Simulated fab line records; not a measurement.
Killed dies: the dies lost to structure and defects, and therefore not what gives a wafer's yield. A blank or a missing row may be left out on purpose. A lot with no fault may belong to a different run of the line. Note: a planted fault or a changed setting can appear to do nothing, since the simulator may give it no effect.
Matching of chambers | flow nand-harc | NHARC_A_CHANNEL_FILL_D1_ALD_25 on ald-hk-02: 4 sister chambers
The step deposits SiOx, target thk 60 nm, pulse time 10 s, ald cycles 600. 8 wafers are shown with their chamber, then 7 later ones without.

## WAFERS PAIRED WITH THEIR CHAMBERS
wafer  | chamber | heater-power-w (W) | precursor-pulse-height-rel
L078.2 | 2       | 482                | 0.995
L089.2 | 2       | 448                | 0.980
L089.1 | 1       | 503                | 1.030
L091.2 | 3       | 458                | 1.010
L091.5 | 1       | 504                | 0.995
L091.6 | 0       | 417                | 0.996
L092.1 | 3       | 490                | 0.976
L092.2 | 0       | 410                | 0.987

## WAFERS WITHOUT THEIR CHAMBER
wafer  | heater-power-w (W) | precursor-pulse-height-rel
L092.4 | 433                | 1.023
L093.3 | 514                | 0.994
L093.5 | 508                | 0.991
L093.6 | 410                | 1.006
L097.2 | 476                | 1.028
L097.4 | 449                | 1.014
L097.1 | 496                | 0.947

## WHICH CHAMBER EACH WENT THROUGH
wafer  | from the rows above               | in truth
L092.4 | can't be placed: 0 or 2 or 3      | 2
L093.3 | can't be placed: 1 or 3 or 2      | 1
L093.5 | can't be placed: 1 or 3 or 2      | 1
L093.6 | 0                                 | 0
L097.2 | can't be placed: 1 or 3 or 2      | 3
L097.4 | can't be placed: 2 or 3 or 0 or 1 | 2
L097.1 | can't be placed: 3 or 2 or 1      | 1
Correct placement for 1 of the 7. Not placeable from these rows: 6 (in 6, the candidates include the true chamber). 0 placed wrongly.
How it was worked out, from the rows above alone: a wafer's distance from a chamber is the root of the sum, over the readings, of the square of ((its reading less the chamber's mean) divided by the reading's scatter). If the next closest chamber is less than 2 further off than the closest, the wafer can't be placed; otherwise it belongs to the closest. A chamber's mean is the mean of its shown wafers. The scatter is the square root of a quotient: the sum, over the shown wafers, of each reading's squared deviation from its chamber's mean, divided by wafers minus chambers.
